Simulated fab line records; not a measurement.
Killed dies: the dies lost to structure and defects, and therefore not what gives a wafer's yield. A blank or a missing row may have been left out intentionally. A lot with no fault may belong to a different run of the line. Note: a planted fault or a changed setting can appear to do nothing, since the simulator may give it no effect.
Problem report in the 8D (eight disciplines) form, filled by code :: flow n5 finfet :: the parts of the form that need people (team, actions taken, sign-off) are left out

1. WHAT WENT WRONG
At N5_DUMMY_GATE_ETCH_29, rf fwd power W averages 1032.1 W over 9 wafers from 3 lots, while fault-free wafers read 831.1 W, standard deviation 2.8. That puts it +72 standard deviations away from the usual mean.
The step: etches underlayer in N2/H2, target depth 13 nm.
Seen first at day 6 02:01 on rie diel-06, wafer L425.3. At this step, 21 wafers from 7 lots have a number in the record. The rule behind "out" and "out of limits": a value lying over 4 standard deviations away from the usual mean. All remaining wafers that have a number are taken as sound.

2. WHAT IT IS AND WHAT IT IS NOT
question: which readings at this step
is: rf fwd power W, rf vpp V
is not: drypump motor current A, showerhead plenum p Torr, throttle valve pct

question: which lots
is: L425, L426, L427
is not: L417, L423, L431, L436

question: which wafers of those lots
is: all that have a number
is not: -

question: read on which tools
is: rie diel-06
is not: rie diel-02, rie diel-03

question: when
is: from day 6 02:01
is not: up to then (6 sound wafers); but 6 sound wafers of L431, L436 came after

3. THE SUSPECTS, EACH WITH WHAT RULES IT OUT
Counting: a tool at any process step up to the reading remains a suspect when it ran all the lots that are out and ran no sound lot after the first of those.
- rie diel-06 at N5_DUMMY_GATE_DESCUM_20 (chemistry O2, time 6.2 s): kept. Every lot that is out went through it, starting with L425 (day 6 01:58), and after that it ran no sound lot; the last sound lot it ran before then is L423 (day 5 10:17).
- rie diel-06 at N5_DUMMY_GATE_ETCH_29 (etches underlayer in N2/H2, target depth 13 nm): kept. Every lot that is out went through it, starting with L425 (day 6 02:01), and after that it ran no sound lot; the last sound lot it ran before then is L423 (day 5 10:21). Its own readings are out on those wafers: rf fwd power W, rf vpp V.
What counting leaves: rie diel-06 at N5_DUMMY_GATE_DESCUM_20 and rie diel-06 at N5_DUMMY_GATE_ETCH_29.

4. THE CAUSE (what the simulator had put in)
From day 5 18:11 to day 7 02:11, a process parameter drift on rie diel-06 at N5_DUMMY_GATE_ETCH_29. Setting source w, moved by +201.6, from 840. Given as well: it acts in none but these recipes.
Counting leaves 2 suspects; this tool is one of them.

5. THE EFFECT CHAIN, in route order
Each row: a reading where the mean over the struck wafers with a number is more than 3 standard deviations away from the usual. Scope: only readings with a usual standard deviation given in the record; hours: median across lots of the time from each lot's start at the first step in this table that gives one to its start at this step; sigmas: change in usual standard deviations.
hours: 0
step: N5_DUMMY_GATE_ETCH_29
reading: rf fwd power W
usual: 831.1 W
on struck wafers: 1032.1
change: +201.0
sigmas: +72

hours: 0
step: N5_DUMMY_GATE_ETCH_29
reading: rf vpp V
usual: 524.4 V
on struck wafers: 489.1
change: -35.3
sigmas: -17
Here are the process steps it includes:
- N5_DUMMY_GATE_ETCH_29: etches underlayer in N2/H2, target depth 13 nm.
At these later measuring or inspecting steps, every struck wafer for which the step has a row has a number for every such reading, and none has moved that far: N5_BEOL_M4_RC_MEAS_101.

6. HOW IT WOULD HAVE BEEN CAUGHT EARLIER
The fault began at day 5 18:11; the first out-of-limits reading in this record came at day 6 02:01, 8 hours later.
